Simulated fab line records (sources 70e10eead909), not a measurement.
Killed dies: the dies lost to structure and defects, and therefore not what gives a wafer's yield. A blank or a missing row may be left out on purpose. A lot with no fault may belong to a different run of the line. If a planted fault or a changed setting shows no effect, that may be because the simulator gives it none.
Which tool is to blame? | flow nand_harc | 72 wafers from 24 lots sampled at 4 of the route's 1302 steps

## WHAT THE GAUGES READ, wafer by wafer
NHARC_P_STI_INSPECT_11. Usual: raw_defect_count reads 5.8 (standard deviation 2.8).
lot  | measured     | on                | raw_defect_count | flag
L074 | day 3 01:44  | defect_inspect-01 | 6 7 6            |
L075 | day 3 10:05  | defect_inspect-02 | 7 3 8            |
L076 | day 3 19:13  | defect_inspect-01 | 2 3 2            |
L077 | day 4 02:55  | defect_inspect-01 | 12 5 4           |
L078 | day 4 10:22  | defect_inspect-02 | 5 2 10           |
L079 | day 4 21:06  | defect_inspect-01 | 4 8 8            |
L080 | day 5 08:59  | defect_inspect-01 | 4 9 5            |
L081 | day 5 17:55  | defect_inspect-01 | 9 6 8            |
L082 | day 6 04:38  | defect_inspect-01 | 7 4 4            |
L083 | day 6 15:41  | defect_inspect-01 | 3 2 5            |
L084 | day 7 01:11  | defect_inspect-01 | 9 6 4            |
L085 | day 7 09:00  | defect_inspect-02 | 7 2 7            |
L086 | day 7 20:27  | defect_inspect-02 | 3 3 4            |
L087 | day 8 05:03  | defect_inspect-02 | 7 6 5            |
L088 | day 8 15:16  | defect_inspect-02 | 5 1 5            |
L089 | day 9 00:55  | defect_inspect-01 | 9 11 7           |
L090 | day 9 11:17  | defect_inspect-02 | 1 4 5            |
L091 | day 9 20:40  | defect_inspect-01 | 11 5 11          |
L092 | day 10 09:53 | defect_inspect-02 | 3 7 7            |
L093 | day 10 17:53 | defect_inspect-01 | 6 11 7           |
L094 | day 11 04:17 | defect_inspect-01 | 7 8 6            |
L095 | day 11 13:56 | defect_inspect-01 | 1 6 4            |
L096 | day 11 23:06 | defect_inspect-01 | 4 5 7            |
L097 | day 12 09:28 | defect_inspect-02 | 10 5 8           |

NHARC_P_STI_CD_MEAS_16. Usual: cd_nm reads 198.9 nm (standard deviation 1.9).
lot  | measured     | on        | cd_nm (nm)        | flag
L074 | day 3 02:18  | cd_sem-02 | 198.0 198.0 199.9 |
L075 | day 3 10:39  | cd_sem-02 | 198.9 199.2 199.6 |
L076 | day 3 19:48  | cd_sem-03 | 200.3 199.8 200.9 |
L077 | day 4 03:32  | cd_sem-03 | 200.2 198.4 199.2 |
L078 | day 4 10:56  | cd_sem-03 | 195.0 195.9 198.8 |
L079 | day 4 21:41  | cd_sem-01 | 203.0 201.0 197.8 |
L080 | day 5 09:34  | cd_sem-01 | 198.7 199.9 198.4 |
L081 | day 5 18:31  | cd_sem-02 | 195.6 198.3 197.2 |
L082 | day 6 05:13  | cd_sem-03 | 198.7 196.8 198.8 |
L083 | day 6 16:15  | cd_sem-03 | 198.0 200.6 199.5 |
L084 | day 7 01:47  | cd_sem-03 | 197.7 198.9 202.6 |
L085 | day 7 09:36  | cd_sem-01 | 200.3 200.6 200.6 |
L086 | day 7 21:01  | cd_sem-02 | 192.8 199.0 196.7 |
L087 | day 8 05:38  | cd_sem-01 | 201.4 200.9 197.6 |
L088 | day 8 15:50  | cd_sem-01 | 199.4 199.5 198.3 |
L089 | day 9 01:31  | cd_sem-02 | 201.6 200.0 201.0 |
L090 | day 9 11:52  | cd_sem-03 | 199.6 198.6 194.9 |
L091 | day 9 21:15  | cd_sem-02 | 196.0 196.3 197.5 |
L092 | day 10 10:28 | cd_sem-02 | 196.0 196.5 198.1 |
L093 | day 10 18:28 | cd_sem-01 | 196.0 198.6 197.2 |
L094 | day 11 04:52 | cd_sem-01 | 202.9 200.7 199.4 |
L095 | day 11 14:30 | cd_sem-03 | 199.6 201.8 200.2 |
L096 | day 11 23:41 | cd_sem-02 | 200.9 200.0 201.6 |
L097 | day 12 10:03 | cd_sem-03 | 196.5 197.7 196.3 |

## WHICH TOOL RAN EACH LOT (tool, then ch and the chambers of the sampled wafers, then the start)
lot  | NHARC_P_STI_DESCUM_14              | NHARC_P_STI_ETCH_15
L074 | rie_diel-07 ch 0,2, day 3 01:52    | rie_si-01 ch 0,3, day 3 02:08
L075 | rie_diel-07 ch 0,2,3, day 3 10:14  | rie_si-05 ch 0,1,3, day 3 10:31
L076 | rie_diel-02 ch 0,2,3, day 3 19:21  | rie_si-05 ch 0,1,2, day 3 19:38
L077 | rie_diel-07 ch 0,2,3, day 4 03:05  | rie_si-05 ch 0,1,3, day 4 03:23
L078 | rie_diel-09 ch 0,2,3, day 4 10:30  | rie_si-06 ch 0,1,2, day 4 10:46
L079 | rie_diel-09 ch 0,1,3, day 4 21:14  | rie_si-05 ch 0,1,2, day 4 21:31
L080 | rie_diel-07 ch 0,2,3, day 5 09:07  | rie_si-05 ch 1,2,3, day 5 09:25
L081 | rie_diel-02 ch 0,2, day 5 18:02    | rie_si-06 ch 0,1,2, day 5 18:20
L082 | rie_diel-02 ch 1,2, day 6 04:46    | rie_si-06 ch 0,1,3, day 6 05:05
L083 | rie_diel-07 ch 2,3, day 6 15:49    | rie_si-01 ch 0,2,3, day 6 16:05
L084 | rie_diel-02 ch 1,2, day 7 01:20    | rie_si-06 ch 0,1,2, day 7 01:38
L085 | rie_diel-02 ch 0,1,2, day 7 09:10  | rie_si-06 ch 0,1,2, day 7 09:26
L086 | rie_diel-02 ch 0,1, day 7 20:35    | rie_si-05 ch 2,3, day 7 20:51
L087 | rie_diel-07 ch 0,2, day 8 05:11    | rie_si-06 ch 1,3, day 8 05:29
L088 | rie_diel-02 ch 0,1,2, day 8 15:25  | rie_si-01 ch 0,1,3, day 8 15:40
L089 | rie_diel-02 ch 0,1,3, day 9 01:04  | rie_si-06 ch 1,3, day 9 01:20
L090 | rie_diel-07 ch 1,2,3, day 9 11:26  | rie_si-05 ch 0,2,3, day 9 11:43
L091 | rie_diel-09 ch 2,3, day 9 20:49    | rie_si-06 ch 0,2, day 9 21:05
L092 | rie_diel-02 ch 1,2, day 10 10:01   | rie_si-01 ch 0,1,3, day 10 10:20
L093 | rie_diel-09 ch 1,2,3, day 10 18:02 | rie_si-01 ch 0,2,3, day 10 18:20
L094 | rie_diel-02 ch 0,1,3, day 11 04:25 | rie_si-06 ch 0,2,3, day 11 04:42
L095 | rie_diel-02 ch 2,3, day 11 14:04   | rie_si-05 ch 1,2, day 11 14:22
L096 | rie_diel-07 ch 0,1,3, day 11 23:14 | rie_si-06 ch 2,3, day 11 23:31
L097 | rie_diel-02 ch 1,2,3, day 12 09:37 | rie_si-05 ch 0,1,3, day 12 09:53
- NHARC_P_STI_DESCUM_14: chemistry O2, time 3 s.
- NHARC_P_STI_ETCH_15: etches the open film in HBr/Cl2, target depth 300 nm, time 100.1 s.

## WHAT THE TOOLS THEMSELVES READ (means of the sampled wafers that have a number; where no wafer has one, the mark that the record gives instead)
NHARC_P_STI_DESCUM_14. Usual: drypump_motor_current_A 5.8 A, standard deviation 0.42; o2_flow_sccm 199.9 sccm, standard deviation 0.63; oes_product_au 0.999 a.u., standard deviation 0.0076; rf_vpp_V 57.7 V, standard deviation 0.87; showerhead_plenum_p_Torr 1.88 Torr, standard deviation 0.051; throttle_valve_pct 11.310 %, standard deviation 0.0082.
lot  | tool        | drypump_motor_current_A (A) | o2_flow_sccm (sccm) | oes_product_au (a.u.) | rf_vpp_V (V) | showerhead_plenum_p_Torr (Torr) | throttle_valve_pct (%) | flag
L074 | rie_diel-07 | 5.6                         | 200.3               | 1.007                 | 56.7         | 1.91                            | 11.307                 |
L075 | rie_diel-07 | 5.5                         | 200.3               | 1.005                 | 58.0         | 1.90                            | 11.316                 |
L076 | rie_diel-02 | 5.9                         | 199.7               | 0.992                 | 57.7         | 1.85                            | 11.312                 |
L077 | rie_diel-07 | 5.5                         | 199.6               | 1.000                 | 57.9         | 1.90                            | 11.305                 |
L078 | rie_diel-09 | 5.8                         | 200.6               | 1.000                 | 58.3         | 1.86                            | 11.310                 |
L079 | rie_diel-09 | 5.8                         | 200.4               | 1.003                 | 57.6         | 1.90                            | 11.310                 |
L080 | rie_diel-07 | 5.5                         | 200.0               | 1.005                 | 58.0         | 1.89                            | 11.310                 |
L081 | rie_diel-02 | 5.9                         | 200.2               | 0.993                 | 57.9         | 1.86                            | 11.317                 |
L082 | rie_diel-02 | 5.5                         | 199.5               | 1.000                 | 57.9         | 1.93                            | 11.308                 |
L083 | rie_diel-07 | 5.4                         | 199.8               | 1.000                 | 57.2         | 1.91                            | 11.308                 |
L084 | rie_diel-02 | 5.5                         | 199.1               | 0.999                 | 57.0         | 1.92                            | 11.307                 |
L085 | rie_diel-02 | 5.6                         | 199.6               | 1.005                 | 58.2         | 1.90                            | 11.312                 |
L086 | rie_diel-02 | 5.4                         | 200.4               | 0.999                 | 59.1         | 1.91                            | 11.317                 |
L087 | rie_diel-07 | 5.5                         | 200.1               | 0.999                 | 57.4         | 1.92                            | 11.312                 |
L088 | rie_diel-02 | 5.6                         | 199.8               | 0.998                 | 58.4         | 1.90                            | 11.311                 |
L089 | rie_diel-02 | 5.6                         | 200.0               | 0.997                 | 57.4         | 1.88                            | 11.309                 |
L090 | rie_diel-07 | 5.7                         | 200.7               | 0.987                 | 57.7         | 1.89                            | 11.307                 |
L091 | rie_diel-09 | 6.1                         | 200.2               | 1.003                 | 57.6         | 1.81                            | 11.314                 |
L092 | rie_diel-02 | 5.5                         | 200.2               | 1.003                 | 57.0         | 1.92                            | 11.305                 |
L093 | rie_diel-09 | 6.1                         | 199.7               | 1.005                 | 58.1         | 1.86                            | 11.316                 |
L094 | rie_diel-02 | 5.6                         | 199.9               | 1.002                 | 58.3         | 1.88                            | 11.310                 |
L095 | rie_diel-02 | 6.1                         | 200.7               | 1.008                 | 57.6         | 1.82                            | 11.307                 |
L096 | rie_diel-07 | 5.8                         | 199.7               | 0.994                 | 58.0         | 1.88                            | 11.310                 |
L097 | rie_diel-02 | 5.8                         | 199.6               | 0.993                 | 57.4         | 1.87                            | 11.315                 |

NHARC_P_STI_ETCH_15. Usual: drypump_motor_current_A 5.8 A, standard deviation 0.63; oes_product_au 0.999 a.u., standard deviation 0.0071; throttle_valve_pct 26.405 %, standard deviation 0.0091.
lot  | tool      | drypump_motor_current_A (A) | oes_product_au (a.u.) | throttle_valve_pct (%) | flag
L074 | rie_si-01 | 5.2                         | 1.005                 | 26.409                 |
L075 | rie_si-05 | 5.8                         | 1.000                 | 26.408                 |
L076 | rie_si-05 | 6.0                         | 1.002                 | 26.395                 |
L077 | rie_si-05 | 5.8                         | 1.006                 | 26.401                 |
L078 | rie_si-06 | 6.0                         | 0.996                 | 26.408                 |
L079 | rie_si-05 | 6.0                         | 1.001                 | 26.407                 |
L080 | rie_si-05 | 5.8                         | 1.005                 | 26.402                 |
L081 | rie_si-06 | 6.0                         | 1.005                 | 26.406                 |
L082 | rie_si-06 | 5.7                         | 0.997                 | 26.406                 |
L083 | rie_si-01 | 5.4                         | 1.005                 | 26.409                 |
L084 | rie_si-06 | 6.0                         | 0.995                 | 26.405                 |
L085 | rie_si-06 | 6.0                         | 0.992                 | 26.410                 |
L086 | rie_si-05 | 5.2                         | 1.001                 | 26.394                 |
L087 | rie_si-06 | 5.3                         | 1.003                 | 26.414                 |
L088 | rie_si-01 | 5.5                         | 0.997                 | 26.409                 |
L089 | rie_si-06 | 5.5                         | 0.988                 | 26.407                 |
L090 | rie_si-05 | 5.5                         | 1.002                 | 26.404                 |
L091 | rie_si-06 | 6.5                         | 0.992                 | 26.410                 |
L092 | rie_si-01 | 5.5                         | 1.001                 | 26.407                 |
L093 | rie_si-01 | 5.4                         | 1.000                 | 26.399                 |
L094 | rie_si-06 | 6.2                         | 1.003                 | 26.395                 |
L095 | rie_si-05 | 6.1                         | 1.012                 | 26.406                 |
L096 | rie_si-06 | 6.0                         | 0.996                 | 26.406                 |
L097 | rie_si-05 | 5.8                         | 0.993                 | 26.412                 |

## THE ANSWER, worked out from the rows above alone
Rule: lot off if the mean of its wafers having a number is beyond 3 standard deviations from the usual mean. A lot without any number at a reading at which 4 lots or more have one is off too. Any other lot the step has rows for is counted as sound. After the gauges, taken in route order, come the tools' own readings; for these a lot's mean is taken, as printed above. The first step at which some lot is off is used, and at that step the reading that is off furthest; a lot without a number counts as furthest.
No lot is off at any reading shown: from this, nothing can be told.

## WHAT THE SIMULATOR HAD INSERTED
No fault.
